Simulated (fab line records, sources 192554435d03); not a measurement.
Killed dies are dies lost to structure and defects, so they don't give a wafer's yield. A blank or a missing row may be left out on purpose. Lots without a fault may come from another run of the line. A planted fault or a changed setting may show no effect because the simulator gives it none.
Chamber matching | flow n5_finfet | N5_BEOL_M0_ETCH_138 on rie_diel-01: 4 sister chambers
The step etches SiCN in CH3F/O2, target depth 12 nm, time 31.6 s. 14 wafers are shown with their chamber, then 7 later ones without.

WAFERS WITH THEIR CHAMBER
wafer  | chamber | drypump_motor_current_A (A) | showerhead_plenum_p_Torr (Torr) | throttle_valve_pct (%)
L076.1 | 1       | 4.8                         | 1.97                            | 15.93
L076.2 | 0       | 5.3                         | 2.06                            | 16.86
L076.4 | 2       | 5.5                         | 2.01                            | 16.22
L077.1 | 3       | 5.8                         | 2.04                            | 16.11
L077.5 | 1       | 4.8                         | 1.97                            | 15.95
L077.6 | 2       | 5.5                         | 2.00                            | 16.22
L078.1 | 1       | 4.9                         | 1.97                            | 15.95
L078.2 | 2       | 5.5                         | 2.00                            | 16.23
L078.3 | 3       | 5.8                         | 2.04                            | 16.13
L084.1 | 1       | 4.8                         | 1.96                            | 15.97
L084.3 | 3       | 5.8                         | 2.04                            | 16.15
L084.6 | 1       | 4.8                         | 1.96                            | 15.98
L085.3 | 0       | 5.3                         | 2.05                            | 16.41
L085.4 | 2       | 5.5                         | 2.00                            | 16.27

SIGNATURES (means of the wafers above)
reading                  | chamber 0 | chamber 1 | chamber 2 | chamber 3 | scatter within a chamber
drypump_motor_current_A  | 5.300     | 4.820     | 5.500     | 5.800     | 0.0283
showerhead_plenum_p_Torr | 2.0550    | 1.9660    | 2.0025    | 2.0400    | 0.00495
throttle_valve_pct       | 16.6350   | 15.9560   | 16.2350   | 16.1300   | 0.103
Rule: a wafer's distance from a chamber is the root of the sum, over the readings, of the square of ((its reading less the chamber's mean) divided by the reading's scatter). The wafer belongs to the nearest chamber; if the next one is less than 2 further off, it can't be placed. The scatter: the root of (the sum of the squares of (reading less its chamber's mean) over the shown wafers, divided by (wafers less chambers)).

WAFERS WITHOUT THEIR CHAMBER
wafer  | drypump_motor_current_A (A) | showerhead_plenum_p_Torr (Torr) | throttle_valve_pct (%)
L085.5 | 4.8                         | 1.96                            | 15.98
L088.1 | 5.3                         | 2.05                            | 16.43
L088.3 | 4.8                         | 1.96                            | 15.98
L088.4 | 5.8                         | 2.03                            | 16.16
L090.1 | 4.8                         | 1.95                            | 16.02
L090.3 | 5.8                         | 2.03                            | 16.17
L090.5 | 4.9                         | 1.95                            | 16.02

WHICH CHAMBER EACH WENT THROUGH
wafer  | from the rows above | in truth
L085.5 | 1                   | 1
L088.1 | 0                   | 0
L088.3 | 1                   | 1
L088.4 | 3                   | 3
L090.1 | 1                   | 1
L090.3 | 3                   | 3
L090.5 | 1                   | 1
Placed correctly: 7 of 7. Can't be placed from these rows: 0. Placed wrongly: 0.
